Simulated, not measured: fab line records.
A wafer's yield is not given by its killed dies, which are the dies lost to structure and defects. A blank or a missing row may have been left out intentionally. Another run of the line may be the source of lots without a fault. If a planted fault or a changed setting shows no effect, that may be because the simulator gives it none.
Comparing a struck lot with a sound one	flow nandHarc	41 steps out of a route of 1302
Sound: the wafers L255.3, L255.4, L255.6. Struck: wafer L259.4 (left out: L259.1, L259.6 of the same lot, which were not struck); the cause appears at the end.
Order at every step that has rows: each side's tool, ch and its chambers, its first start. Under that, the readings that differ: sound wafers	struck wafers	difference of the means	sigmas: that difference in standard deviations of wafers without a fault.
alike: readings with means less than 2 such deviations apart, plus words and numbers identical on both sides. not compared: withheld readings, readings lacking a value on some wafer, bounds such as >300 that could conceal the same value, and numbers that have no deviation in the record and whose values overlap.
The two part at a step that has a row with sigmas, a row that says differs or no value, or rows on one side only. When numbers do not overlap yet have no deviation, they are printed without sigmas and do not part them. A reading missing from all wafers of one side parts the sides only when that side holds two or more wafers.

first, 2 steps without rows for these wafers: NHARC_THIN_TSV_DESCUM_14 (chemistry O2, time 3 s); NHARC_THIN_TSV_ETCH_44 (etches the open film in CF4/O2, target depth 1594.2 nm, time 797.1 s).
NHARC_THIN_TSV_ETCH_15: target depth 3000 nm, bosch target overetch cycles 2, bosch etch step 2.8 s.
  sound on rieSi-02 ch 0,1,3, day 24 12:16; struck on rieSi-02 ch 2, day 26 09:29
  alike: drypumpMotorCurrentA
  not compared: rfHoursCounterH
NHARC_THIN_TSV_CD_MEAS_16:
  sound: cdSem-02 at day 24 12:25; struck: cdSem-03 at day 26 09:37
  alike: cdNm
then, 8 steps without rows for these wafers: NHARC_THIN_TSV_STRIP_45 (strips in O2); NHARC_THIN_TSV_STRIP_46 (strips in post etch residue remover, time 1200 s); NHARC_THIN_TSV_DEP_47 (deposits SiO2, target thk 200 nm); NHARC_THIN_TSV_ETCHBACK_48 (etches the open film in C4F8/Ar, target depth 1028.5 nm, time 405.17 s); NHARC_THIN_TSV_STRIP_62 (strips in N2/H2, time 20 s); NHARC_THIN_TSV_DEGAS_49 (time 120 s); NHARC_THIN_TSV_PRE_CLEAN_50 (time 30 s); NHARC_THIN_TSV_PVD_19 (deposits TaN, target thk 20 nm).
NHARC_THIN_TSV_PVD_51: deposits Cu, target thk 100 nm.
  sound: pvdSputter-01 at day 24 14:31; struck: pvdSputter-01 at day 26 11:43
  alike: chamberPressurePa, throttleValvePct
then, 2 steps without rows for these wafers: NHARC_THIN_TSV_ECD_20 (material Cu, target thk 2000 nm); NHARC_THIN_TSV_ANNEAL_52 (time 90 s).
NHARC_THIN_TSV_CMP_21: polishes, t overpolish 30 s, target thk 2000 nm.
  sound on cmp-01 ch 0,1,3, day 24 15:50; struck on cmp-03 ch 1, day 26 12:58
  alike: motorCurrentA, overpolishRunS
then, 1 step without rows for these wafers: NHARC_THIN_TSV_SRD_23.
NHARC_THIN_TSV_DEGAS_53: time 60 s.
  sound: pvdSputter-03 at day 24 16:16; struck: pvdSputter-01 at day 26 13:25
  alike: heaterPowerW
NHARC_THIN_TSV_PRE_CLEAN_54: time 30 s.
  sound: pvdSputter-03 at day 24 16:20; struck: pvdSputter-01 at day 26 13:30
  alike: heaterPowerW
then, 10 steps without rows for these wafers: NHARC_THIN_TSV_PVD_55 (deposits TiN, target thk 50 nm); NHARC_THIN_TSV_PVD_24 (deposits Al, target thk 800 nm); NHARC_THIN_TSV_DEHYDRATE_25 (time 120 s); NHARC_THIN_TSV_HMDS_26 (time 30 s); NHARC_THIN_TSV_COAT_27; NHARC_THIN_TSV_SOFTBAKE_28 (time 95 s); NHARC_THIN_TSV_EBR_29; NHARC_THIN_TSV_EXPOSE_30 (exposes mask PAD); NHARC_THIN_TSV_PEB_31 (peb time 85 s); NHARC_THIN_TSV_DEVELOP_32 (time 70 s).
NHARC_THIN_TSV_CD_MEAS_33: target cd 5000 nm.
  sound on cdSem-02 ch 0, day 24 17:25; struck on cdSem-01 ch 0, day 26 14:26
  alike: cdNm
then, 3 steps without rows for these wafers: NHARC_THIN_TSV_HARDBAKE_34 (time 80 s); NHARC_THIN_TSV_DESCUM_35 (chemistry O2, time 3 s); NHARC_THIN_TSV_ETCH_59 (etches the open film in Cl2/BCl3, target depth 880 nm, time 138.1 s).
NHARC_THIN_TSV_ETCH_36: etches the open film in Cl2/BCl3, target depth 65 nm, time 18.571 s.
  sound on rieMetal-01 ch 0,1, day 24 17:58; struck on rieMetal-02 ch 0, day 26 14:58
  alike: drypumpMotorCurrentA, oesProductAu
  not compared: rfHoursCounterH
then, 2 steps without rows for these wafers: NHARC_THIN_TSV_STRIP_56 (strips in O2); NHARC_THIN_TSV_STRIP_57 (strips in post etch residue remover, time 1200 s).
NHARC_THIN_TSV_CD_MEAS_37:
  sound: cdSem-01 at day 24 18:50; struck: cdSem-03 at day 26 15:52
  alike: cdNm
then, 1 step without rows for these wafers: NHARC_THIN_TSV_ANNEAL_58 (time 1800 s).
NHARC_THIN_TSV_INSPECT_40:
  sound: defectInspect-02 at day 25 00:37; struck: defectInspect-02 at day 26 20:23
  alike: rawDefectCount
NHARC_END_WLT_00:
  sound wafers here have rows in the record (prober-01, day 25 01:40); struck ones have none
NHARC_END_SORT_01:
  at this point the record logs the struck wafers (prober-01 ch 0, day 27 01:52) and has no rows for the sound ones

== WHERE THEY PART ==
First at NHARC_END_WLT_00; last, within this record, at NHARC_END_SORT_01.

WHY: what the simulator had put in
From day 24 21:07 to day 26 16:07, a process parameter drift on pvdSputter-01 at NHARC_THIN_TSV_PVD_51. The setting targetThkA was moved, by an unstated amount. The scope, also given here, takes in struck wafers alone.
